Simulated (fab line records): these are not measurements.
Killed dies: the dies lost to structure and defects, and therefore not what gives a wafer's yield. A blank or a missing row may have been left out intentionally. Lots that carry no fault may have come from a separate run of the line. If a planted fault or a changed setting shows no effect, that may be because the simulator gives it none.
Chamber matching | flow n5 finfet | N5_MIM_TOP_ETCH_STRIP_01 on rie diel-06 has 4 sister chambers
The step strips in O2. 14 wafers are shown with their chamber, then 7 later ones without.

## WAFERS, EACH WITH ITS CHAMBER
wafer  | chamber | showerhead plenum p Torr (Torr) | drypump motor current A (A) | throttle valve pct (%)
L119.1 | 3       | 2.21                            | 5.3                         | 16.68
L119.2 | 2       | 2.05                            | 5.2                         | 16.97
L119.3 | 1       | 2.10                            | 5.9                         | 16.07
L120.3 | 1       | 2.10                            | 5.9                         | 16.14
L120.4 | 0       | 2.03                            | 5.8                         | 16.67
L120.6 | 0       | 2.04                            | 5.8                         | 16.66
L123.2 | 0       | 2.03                            | 5.8                         | 16.69
L123.4 | 1       | 2.10                            | 5.9                         | 16.08
L123.5 | 0       | 2.03                            | 5.8                         | 16.67
L124.3 | 1       | 2.10                            | 5.9                         | 16.08
L124.4 | 2       | 2.05                            | 5.2                         | 16.97
L124.6 | 2       | 2.05                            | 5.2                         | 16.98
L126.1 | 0       | 2.03                            | 5.7                         | 16.67
L126.2 | 1       | 2.10                            | 5.9                         | 16.15

SIGNATURES, as means of the wafers listed above
reading                  | chamber 0 | chamber 1 | chamber 2 | chamber 3 | scatter within a chamber
showerhead plenum p Torr | 2.0320    | 2.1000    | 2.0500    | 2.2100    | 0.00283
drypump motor current A  | 5.780     | 5.900     | 5.200     | 5.300     | 0.0283
throttle valve pct       | 16.6720   | 16.1040   | 16.9733   | 16.6800   | 0.025
Rule: a wafer's distance from a chamber is the root of the sum, over the readings, of the square of ((its reading less the chamber's mean) divided by the reading's scatter). If the next closest chamber is less than 2 further off than the closest, the wafer can't be placed; otherwise it belongs to the closest. The scatter: the root of (the sum of the squares of (reading less its chamber's mean) over the shown wafers, divided by (wafers less chambers)).

## WAFERS WITH NO CHAMBER GIVEN
wafer  | showerhead plenum p Torr (Torr) | drypump motor current A (A) | throttle valve pct (%)
L126.5 | 2.03                            | 5.8                         | 16.70
L141.1 | 2.04                            | 5.2                         | 16.59
L141.2 | 2.19                            | 5.3                         | 16.75
L141.4 | 2.09                            | 5.9                         | 16.20
L142.4 | 2.09                            | 5.9                         | 16.16
L142.5 | 2.04                            | 5.2                         | 16.58
L142.6 | 2.09                            | 5.9                         | 16.22

## WHICH CHAMBER EACH ONE RAN IN
wafer  | from the rows above | in truth
L126.5 | 0                   | 0
L141.1 | 2                   | 2
L141.2 | 3                   | 3
L141.4 | 1                   | 1
L142.4 | 1                   | 1
L142.5 | 2                   | 2
L142.6 | 1                   | 1
Correct placement for 7 of the 7. Left unplaced by these rows: 0. Number placed wrongly: 0.
